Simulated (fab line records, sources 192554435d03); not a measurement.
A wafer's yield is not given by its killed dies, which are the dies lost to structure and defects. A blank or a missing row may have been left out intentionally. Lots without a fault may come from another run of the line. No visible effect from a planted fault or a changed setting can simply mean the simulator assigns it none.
2 desks looking at one fault || flow n5Finfet || only its own numbers are on each desk; what lay behind them is given at the end

## AT THE METROLOGY DESK
Lot by lot, what the gauges showed, no matter which tool ran the lot: averages of those sampled wafers that carry a number. If a lot's mean is further than 4 standard deviations from the usual mean, the lot is out of limits and carries the mark OUT (the distance appears in the brackets).
Columns: A = cdNm at N5_PASSIVATION_CD_MEAS_30, usual 3999.5 nm; B = PAD_OVL at N5_PASSIVATION_OVL_MEAS_63, usual -3 nm; C = cdNm at N5_PASSIVATION_CD_MEAS_44, usual 39999 nm; D = PASS_OPEN_OVL at N5_PASSIVATION_OVL_MEAS_66, usual -2 nm
{"lot": "L868", "first seen here": "day 14 17:10", "A": 3999.3, "B": -7, "C": 39999, "D": 0}
{"lot": "L872", "first seen here": "day 15 22:40", "A": 3997.8, "B": -4, "C": 39999, "D": 12}
{"lot": "L880", "first seen here": "day 19 23:10", "A": 3998.7, "B": 5, "C": 40001, "D": -10}
{"lot": "L884", "first seen here": "day 20 03:56", "A": 4000.1, "B": -7, "C": 39999, "D": -2}
{"lot": "L885", "first seen here": "day 20 17:27", "A": 3999.8, "B": -0, "C": 39998, "D": -2}
Result from this desk: across the 5 lots, nothing is out of limits.

## THE DEFECT DESK
What the inspections along the route counted, lot by lot: means of the sampled wafers that have a number. If a lot's mean is further than 4 standard deviations from the usual mean, the lot is out of limits and carries the mark OUT (the distance appears in the brackets).
Columns: A = rawDefectCount at N5_PASSIVATION_INSPECT_64, usual 2.0
{"lot": "L868", "first seen here": "day 14 17:14", "A": 0.7}
{"lot": "L872", "first seen here": "day 15 22:43", "A": 1.0}
{"lot": "L880", "first seen here": "day 19 23:18", "A": 2.0}
{"lot": "L884", "first seen here": "day 20 03:59", "A": 4.0}
{"lot": "L885", "first seen here": "day 20 17:30", "A": 2.7}
Result from this desk: across the 5 lots, nothing is out of limits.

## TAKEN TOGETHER
Metrology desk: nothing out of limits seen.
The defect desk saw nothing out of limits.

## WHAT THE SIMULATOR HAD INSERTED
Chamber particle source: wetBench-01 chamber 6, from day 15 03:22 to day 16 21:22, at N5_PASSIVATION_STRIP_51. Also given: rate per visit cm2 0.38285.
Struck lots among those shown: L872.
